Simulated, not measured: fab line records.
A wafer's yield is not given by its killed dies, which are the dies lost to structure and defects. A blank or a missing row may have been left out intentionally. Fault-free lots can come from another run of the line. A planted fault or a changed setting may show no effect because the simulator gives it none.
Chamber matching || flow n5 finfet || N5_BEOL_M9_ILD_DEP_00 on pecvd-01 has 3 sister chambers
The step deposits SiCOH lowk from DEMS/porogen, target thk 308.51 nm, time 58 s. 3 wafers are shown with their chamber, then 8 later ones without.

== WAFERS, EACH WITH ITS CHAMBER ==
{"wafer": "L091.2", "chamber": 1, "throttle valve pct (%)": 14.6}
{"wafer": "L091.6", "chamber": 0, "throttle valve pct (%)": 13.8}
{"wafer": "L093.1", "chamber": 2, "throttle valve pct (%)": 13.4}

== WAFERS WITHOUT THEIR CHAMBER ==
{"wafer": "L093.2", "throttle valve pct (%)": 14.4}
{"wafer": "L093.6", "throttle valve pct (%)": 13.6}
{"wafer": "L092.4", "throttle valve pct (%)": 13.9}
{"wafer": "L092.5", "throttle valve pct (%)": 13.4}
{"wafer": "L092.6", "throttle valve pct (%)": 14.4}
{"wafer": "L097.2", "throttle valve pct (%)": 13.8}
{"wafer": "L097.3", "throttle valve pct (%)": 13.9}
{"wafer": "L097.5", "throttle valve pct (%)": 13.9}

== WHICH CHAMBER EACH ONE RAN IN ==
{"wafer": "L093.2", "from the rows above": 1, "in truth": 1}
{"wafer": "L093.6", "from the rows above": "can't be placed: 2 or 0", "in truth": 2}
{"wafer": "L092.4", "from the rows above": 0, "in truth": 0}
{"wafer": "L092.5", "from the rows above": 2, "in truth": 2}
{"wafer": "L092.6", "from the rows above": 1, "in truth": 1}
{"wafer": "L097.2", "from the rows above": 0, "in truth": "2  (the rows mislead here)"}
{"wafer": "L097.3", "from the rows above": 0, "in truth": 0}
{"wafer": "L097.5", "from the rows above": 0, "in truth": 0}
Correct placement for 6 of the 8. Unplaceable from these rows: 1, with the true chamber sitting among the candidates in 1. 1 placed wrongly.
How it was worked out, from the rows above alone: a wafer's distance from a chamber is the root of the sum, over the readings, of the square of ((its reading less the chamber's mean) divided by the reading's scatter). The wafer belongs to the nearest chamber; if the next one is less than 2 further off, it can't be placed. A chamber's mean is the mean of its shown wafers. The scatter: root of mean squared gap, hidden wafer to nearest shown wafer, with one shown wafer a chamber.
